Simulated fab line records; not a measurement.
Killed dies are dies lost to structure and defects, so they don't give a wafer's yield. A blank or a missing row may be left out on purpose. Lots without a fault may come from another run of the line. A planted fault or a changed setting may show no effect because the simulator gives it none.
2 desks, one fault	flow nand_harc	every desk sees just its own numbers, and what lay behind them comes last

TOOL OWNER'S DESK, rie_diel-02
The tool's own readings at NHARC_A_CONTACT_ETCH_75 (etches the open film in CF4, target depth 39 nm, time 65 s): means of the sampled wafers that have a number, for each lot that ran on this tool. Marked OUT: a lot whose mean sits more than 4 standard deviations from the usual mean, which makes it out of limits; the brackets give that distance.
Columns: A = drypump_motor_current_A at NHARC_A_CONTACT_ETCH_75, usual 5.7 A; B = oes_product_au at NHARC_A_CONTACT_ETCH_75, usual 0.997 a.u.; C = rf_vpp_V at NHARC_A_CONTACT_ETCH_75, usual 151.0 V; D = showerhead_plenum_p_Torr at NHARC_A_CONTACT_ETCH_75, usual 1.75 Torr; E = throttle_valve_pct at NHARC_A_CONTACT_ETCH_75, usual 13.284 %
lot	first seen here	A	B	C	D	E
L484	day 22 04:35	6.2	1.003	151.1	1.81	13.275
L485	day 22 16:27	6.0	0.998	150.3	1.70	13.281
L486	day 22 19:02	6.1	1.002	150.9	1.75	13.283
L495	day 26 17:11	6.0	0.988	150.6	1.69	13.277
L494	day 27 04:10	5.6	1.003	150.8	1.69	13.282
L505	day 30 23:09	6.2	0.992	151.7	1.80	13.291
L507	day 31 11:46	6.2	0.992	150.7	1.75	13.282
This desk's verdict: no lot among the 7 shows anything out of limits.

FROM THE METROLOGY DESK
What the gauges read for every lot (on any tool): the sampled wafers with a number, averaged. Marked OUT: a lot whose mean sits more than 4 standard deviations from the usual mean, which makes it out of limits; the brackets give that distance.
Columns: A = cd_nm at NHARC_THIN_TSV_CD_MEAS_33, usual 5001.5 nm
lot	first seen here	A
L484	day 24 04:35	5003.6
L485	day 24 18:04	5001.7
L486	day 24 19:28	5003.4
L495	day 28 22:43	5002.3
L497	day 29 02:45	5000.5
L496	day 29 03:53	5002.7
L494	day 29 07:08	5003.0
L499	day 31 09:13	5002.9
L505	day 33 01:52	5000.5
L506	day 33 03:19	5001.7
L507	day 33 11:50	4998.7
This desk's verdict: no lot among the 11 shows anything out of limits.

ALL TOGETHER
The desk of the tool owner found nothing out of limits.
The metrology desk saw nothing out of limits.

WHAT HAD BEEN PUT IN BY THE SIMULATOR
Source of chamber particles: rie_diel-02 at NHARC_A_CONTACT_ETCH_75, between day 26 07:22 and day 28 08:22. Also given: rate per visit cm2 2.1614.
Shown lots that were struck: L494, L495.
